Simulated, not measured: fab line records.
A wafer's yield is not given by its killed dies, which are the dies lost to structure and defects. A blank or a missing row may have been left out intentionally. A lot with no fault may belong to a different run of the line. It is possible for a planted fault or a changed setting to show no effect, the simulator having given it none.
Chamber matching    flow n5-finfet    N5_BEOL_M9_ETCH_66 on rie-diel-02: 4 sister chambers
The step etches SOC in N2/H2, target depth 80 nm, overetch 16 nm, time 120 s. 16 wafers are shown with their chamber, then 8 later ones without.

WAFERS PAIRED WITH THEIR CHAMBERS
wafer   chamber  drypump-motor-current-A (A)  throttle-valve-pct (%)  showerhead-plenum-p-Torr (Torr)
L080.1  2        5.6                          17.87                   2.50
L080.3  0        5.5                          17.88                   2.46
L080.6  1        5.4                          17.58                   2.66
L081.2  3        5.6                          17.93                   2.39
L081.3  0        5.5                          17.88                   2.46
L081.4  2        5.5                          17.83                   2.49
L085.1  3        5.7                          17.95                   2.39
L085.2  2        5.5                          17.85                   2.49
L085.4  1        5.4                          17.59                   2.66
L087.1  1        5.4                          17.58                   2.66
L087.2  2        5.5                          17.86                   2.49
L087.4  3        5.7                          17.96                   2.39
L091.1  2        5.5                          17.85                   2.49
L091.4  0        5.5                          17.89                   2.46
L091.5  1        5.4                          17.59                   2.65
L096.2  3        5.6                          17.54                   2.70

SIGNATURES (averages over the wafers above)
reading                   chamber 0  chamber 1  chamber 2  chamber 3  scatter within a chamber
drypump-motor-current-A   5.500      5.400      5.520      5.650      0.0387
throttle-valve-pct        17.8833    17.5850    17.8520    17.8450    0.102
showerhead-plenum-p-Torr  2.4600     2.6575     2.4920     2.4675     0.0776
Rule: distance of a wafer from a chamber = root of the sum over the readings of ((wafer's reading minus chamber's mean) / reading's scatter) squared. The wafer belongs to the nearest chamber; if the next one is less than 2 further off, it can't be placed. How the scatter is found: for the shown wafers, subtract from each reading the mean of its chamber, square and add these, divide the total by (wafers less chambers), then take the root.

WAFERS MISSING THEIR CHAMBER
wafer   drypump-motor-current-A (A)  throttle-valve-pct (%)  showerhead-plenum-p-Torr (Torr)
L096.3  5.4                          17.61                   2.65
L096.4  5.5                          17.91                   2.45
L097.1  5.5                          17.91                   2.48
L097.4  5.4                          17.62                   2.65
L097.6  5.5                          17.89                   2.48
L095.2  5.5                          17.93                   2.45
L095.4  5.5                          17.64                   2.65
L095.5  5.6                          17.91                   2.45

WHICH CHAMBER EACH WENT THROUGH
wafer   from the rows above           in truth
L096.3  1                             1
L096.4  can't be placed: 0 or 2       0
L097.1  can't be placed: 0 or 2       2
L097.4  1                             1
L097.6  can't be placed: 0 or 2       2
L095.2  can't be placed: 0 or 2       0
L095.4  can't be placed: 1 or 2 or 0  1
L095.5  can't be placed: 3 or 2 or 0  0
Placed correctly: 2 of 8. Can't be placed from these rows: 6 (the true chamber is among the candidates in 6). 0 placed wrongly.
